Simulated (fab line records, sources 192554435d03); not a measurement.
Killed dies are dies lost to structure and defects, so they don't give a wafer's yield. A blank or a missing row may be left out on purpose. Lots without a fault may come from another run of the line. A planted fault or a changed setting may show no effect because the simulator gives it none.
Chamber matching | flow n5_finfet | N5_BEOL_M0_SAQP_CUT_ETCH_46 on rie_diel-04: 4 sister chambers
The step etches SOC in N2/H2, target depth 135 nm, overetch 27 nm, time 202.5 s. 14 wafers are shown with their chamber, then 7 later ones without.

WAFERS WITH THEIR CHAMBER
wafer  | chamber | rf_vpp_V (V) | showerhead_plenum_p_Torr (Torr) | throttle_valve_pct (%)
L075.2 | 2       | 520.5        | 2.39                            | 17.74
L075.3 | 3       | 519.7        | 2.39                            | 17.81
L075.4 | 0       | 524.4        | 2.53                            | 17.54
L076.1 | 0       | 525.3        | 2.53                            | 17.57
L076.2 | 3       | 519.3        | 2.39                            | 17.81
L076.5 | 3       | 519.1        | 2.39                            | 17.83
L078.2 | 1       | 528.7        | 2.70                            | 17.79
L078.3 | 3       | 521.4        | 2.39                            | 17.86
L078.6 | 1       | 528.5        | 2.70                            | 17.80
L079.1 | 0       | 525.0        | 2.52                            | 17.56
L079.4 | 3       | 519.0        | 2.39                            | 17.84
L079.5 | 0       | 525.0        | 2.52                            | 17.55
L084.2 | 2       | 527.1        | 2.70                            | 17.30
L084.3 | 3       | 519.7        | 2.38                            | 17.87

SIGNATURES (means of the wafers above)
reading                  | chamber 0 | chamber 1 | chamber 2 | chamber 3 | scatter within a chamber
rf_vpp_V                 | 524.925   | 528.600   | 523.800   | 519.700   | 1.62
showerhead_plenum_p_Torr | 2.5250    | 2.7000    | 2.5450    | 2.3883    | 0.0695
throttle_valve_pct       | 17.5550   | 17.7950   | 17.5200   | 17.8367   | 0.1
Rule: a wafer's distance from a chamber is the root of the sum, over the readings, of the square of ((its reading less the chamber's mean) divided by the reading's scatter). The wafer belongs to the nearest chamber; if the next one is less than 2 further off, it can't be placed. The scatter: the root of (the sum of the squares of (reading less its chamber's mean) over the shown wafers, divided by (wafers less chambers)).

WAFERS WITHOUT THEIR CHAMBER
wafer  | rf_vpp_V (V) | showerhead_plenum_p_Torr (Torr) | throttle_valve_pct (%)
L084.6 | 524.5        | 2.52                            | 17.56
L092.1 | 528.5        | 2.69                            | 17.49
L092.2 | 523.2        | 2.51                            | 17.61
L092.5 | 528.2        | 2.69                            | 17.81
L096.2 | 526.0        | 2.69                            | 17.49
L096.5 | 523.9        | 2.51                            | 17.63
L096.6 | 528.0        | 2.69                            | 17.85

WHICH CHAMBER EACH WENT THROUGH
wafer  | from the rows above          | in truth
L084.6 | can't be placed: 0 or 2      | 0
L092.1 | can't be placed: 1 or 0 or 2 | 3
L092.2 | can't be placed: 2 or 0      | 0
L092.5 | 1                            | 1
L096.2 | can't be placed: 2 or 0 or 1 | 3
L096.5 | can't be placed: 0 or 2      | 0
L096.6 | 1                            | 1
Placed correctly: 2 of 7. Can't be placed from these rows: 5 (the true chamber is among the candidates in 3). Placed wrongly: 0.
